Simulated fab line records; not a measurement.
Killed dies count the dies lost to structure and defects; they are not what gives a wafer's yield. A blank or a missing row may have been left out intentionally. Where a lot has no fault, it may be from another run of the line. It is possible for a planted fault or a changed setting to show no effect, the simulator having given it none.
Chamber matching -- flow n5_finfet -- 4 sister chambers for N5_BEOL_M3_STRIP_36 on rie_diel-03
The step strips in N2/H2. 30 wafers are shown with their chamber, then 12 later ones without.

== WAFERS WITH THEIR CHAMBER ==
wafer,chamber,drypump_motor_current_A (A),showerhead_plenum_p_Torr (Torr),throttle_valve_pct (%)
L075.2,3,5.4,2.50,23.9
L075.3,1,5.9,2.65,24.1
L075.5,1,5.9,2.65,24.1
L076.2,1,5.9,2.65,24.1
L076.4,2,5.3,2.45,24.0
L076.6,1,5.9,2.65,24.1
L077.2,3,5.3,2.50,23.9
L077.4,2,5.3,2.45,24.0
L077.5,2,5.3,2.45,24.0
L080.1,2,5.3,2.45,24.0
L080.2,1,5.9,2.65,24.1
L080.5,0,6.7,2.49,23.6
L081.2,0,6.6,2.49,23.6
L081.3,2,5.3,2.45,24.0
L081.4,3,5.4,2.50,23.5
L086.4,0,6.7,2.48,23.6
L086.5,1,6.0,2.64,24.2
L086.6,2,5.3,2.44,24.1
L089.1,2,5.3,2.44,24.0
L089.2,1,5.9,2.64,24.2
L089.4,0,6.7,2.48,23.6
L088.1,1,6.0,2.64,24.2
L088.4,2,5.3,2.44,24.1
L088.6,2,5.3,2.44,24.0
L090.2,1,6.0,2.64,24.2
L090.3,3,5.3,2.49,23.5
L090.5,3,5.3,2.49,23.6
L092.3,3,5.4,2.49,23.5
L092.5,0,6.7,2.48,23.7
L092.6,3,5.4,2.49,23.5

SIGNATURES (averages over the wafers above)
reading,chamber 0,chamber 1,chamber 2,chamber 3,scatter within a chamber
drypump_motor_current_A,6.680,5.933,5.300,5.357,0.0417
showerhead_plenum_p_Torr,2.4840,2.6456,2.4456,2.4943,0.00532
throttle_valve_pct,23.620,24.144,24.022,23.629,0.1
Rule: distance of a wafer from a chamber = root of the sum over the readings of ((wafer's reading minus chamber's mean) / reading's scatter) squared. The wafer belongs to the nearest chamber; if the next one is less than 2 further off, it can't be placed. The scatter: take each reading less its chamber's mean, square it, sum over the shown wafers, divide by the number of wafers less the number of chambers, and take the root.

== WAFERS WITH NO CHAMBER GIVEN ==
wafer,drypump_motor_current_A (A),showerhead_plenum_p_Torr (Torr),throttle_valve_pct (%)
L094.1,5.3,2.44,24.1
L094.5,6.6,2.48,23.7
L094.6,5.4,2.49,23.5
L093.2,5.3,2.44,24.0
L093.4,6.6,2.48,23.7
L093.6,6.7,2.48,23.7
L095.2,5.9,2.64,24.2
L095.4,5.3,2.49,23.6
L095.6,5.3,2.49,23.6
L097.2,5.3,2.44,24.1
L097.3,6.6,2.47,23.7
L097.5,6.6,2.47,23.6

== THE CHAMBER EACH PASSED THROUGH ==
wafer,from the rows above,in truth
L094.1,2,2
L094.5,0,0
L094.6,3,3
L093.2,2,2
L093.4,0,0
L093.6,0,0
L095.2,1,1
L095.4,3,3
L095.6,3,3
L097.2,2,2
L097.3,0,0
L097.5,0,0
12 of 12 placed correctly. Not placeable from these rows: 0. Placed wrongly: 0.
